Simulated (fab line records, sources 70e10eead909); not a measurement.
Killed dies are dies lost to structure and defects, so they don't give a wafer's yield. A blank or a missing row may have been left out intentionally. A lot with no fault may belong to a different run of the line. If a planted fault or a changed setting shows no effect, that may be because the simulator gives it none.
A lot that was struck, set against a sound lot | flow nand harc | 15 out of 1159 route steps
Sound: the wafers L933.2, L933.4, L933.5. The struck wafers were L937.3, L937.4, L937.6. The cause is given at the end.
Each step with rows lists, per side, the tool, then ch with its chambers, then its first start. Under that, the readings that differ: sound wafers | struck wafers | difference of the means | sigmas: that difference in standard deviations of wafers without a fault.
alike: words and numbers the same on both sides, and readings whose means are apart by under 2 such deviations; not compared: readings that were withheld, readings missing a value for some wafer, numbers with overlapping values and no deviation given by the record, and bounds like >300 which may hide the same value.
The two part at a step that has a row with sigmas, a row that says differs or no value, or rows on one side only. Numbers that don't overlap but have no deviation are shown without sigmas and don't part them. A reading that every wafer of one side lacks parts them only if that side has two wafers or more.

first, 1 step without rows for these wafers: NHARC_A_CONTACT_ETCH_136 (etches the open film in C4F8/O2/Ar, time 132 s, target depth 1287 nm).
NHARC_A_CONTACT_ETCH_137: etches the open film in C4F8/O2/Ar, time 132 s, target depth 1287 nm.
  sound on har cap etch-02 ch 0, day 19 11:19; struck on har cap etch-02 ch 0,1, day 20 06:49
  not compared: rf hours counter h
then, 2 steps without rows for these wafers: NHARC_A_CONTACT_ETCH_138 (etches the open film in C4F8/O2/Ar, time 132 s, target depth 1289 nm); NHARC_A_CONTACT_ETCH_139 (etches the open film in C4F8/O2/Ar, time 137 s, target depth 590 nm).
NHARC_A_CONTACT_ETCH_92: etches the open film in CH3F/O2, target depth 40 nm, time 85.7 s.
  sound on rie diel-10 ch 0,1,2, day 19 12:01; struck on rie diel-03 ch 1,2,3, day 20 07:26
  reading                | sound                | struck               | difference | sigmas
  throttle valve pct (%) | 20.682 20.678 20.670 | 20.646 20.655 20.653 | -0.025     | -3
  alike: ch3f flow sccm, drypump motor current A, o2 flow sccm, oes product au, rf vpp V, showerhead plenum p Torr
  not compared: rf hours counter h
NHARC_A_CONTACT_ETCH_98: etches the open film in C4F6/O2, target depth 20 nm, time 10 s.
  sound on rie diel-10 ch 0,2,3; struck on rie diel-03 ch 1,2,3
  alike: c4f6 flow sccm, drypump motor current A, o2 flow sccm, oes product au, rf vpp V, showerhead plenum p Torr, throttle valve pct
  not compared: rf hours counter h
NHARC_A_CONTACT_CD_MEAS_15:
  struck on cd sem-02, day 20 07:40; sound on cd sem-03, day 19 12:16
  alike: cd nm
then, 4 steps without rows for these wafers: NHARC_A_CONTACT_STRIP_107 (strips in N2/H2); NHARC_A_CONTACT_STRIP_108 (strips in CF4/CHF3); NHARC_A_CONTACT_STRIP_109 (strips in O2/COS); NHARC_A_CONTACT_ETCH_110 (etches the open film in CF4/O2, target depth 50 nm, overetch 5 nm, time 27.5 s).
NHARC_A_CONTACT_STRIP_26: strips in O2.
  sound on rie diel-10 ch 0,1,2; struck on rie diel-11 ch 0,1,3
  alike: chamber pressure mTorr, drypump motor current A, o2 flow sccm, oes product au, rf vpp V, showerhead plenum p Torr, throttle valve pct
  not compared: rf hours counter h
NHARC_A_CONTACT_STRIP_27: strips in post etch residue remover, time 600 s.
  sound on wet bench-03 ch 0,2,7, day 19 12:57; struck on wet bench-01 ch 1,5,7, day 20 08:27
  no value came back on the struck wafers for bath heat duty pct (%), run length s (s), time s (s); on the sound wafers bath heat duty pct (%) reads 10.6 12.4 10.9
NHARC_A_CONTACT_ALD_18: deposits TiN, target thk 3 nm, pulse time 1 s, ald cycles 150.
  sound on ald metal-01 ch 0,1,3, day 19 13:14; struck on ald metal-04 ch 0,1,3, day 20 08:46
  alike: heater power w, precursor pulse height rel
  not compared: since wet clean h
-- the record jumps here: 2 days lie between the struck wafers' starts before and after (it left off in module A_CONTACT and takes up again in module END, whose first step shown is number 1159 of the route) --
NHARC_END_SORT_01:
  here the record holds rows for the struck wafers (prober-02 ch 0, day 22 10:40) but none for the sound ones

WHERE THEY PART
First at NHARC_A_CONTACT_ETCH_92; last, within this record, at NHARC_END_SORT_01.

WHY: what the simulator had put in
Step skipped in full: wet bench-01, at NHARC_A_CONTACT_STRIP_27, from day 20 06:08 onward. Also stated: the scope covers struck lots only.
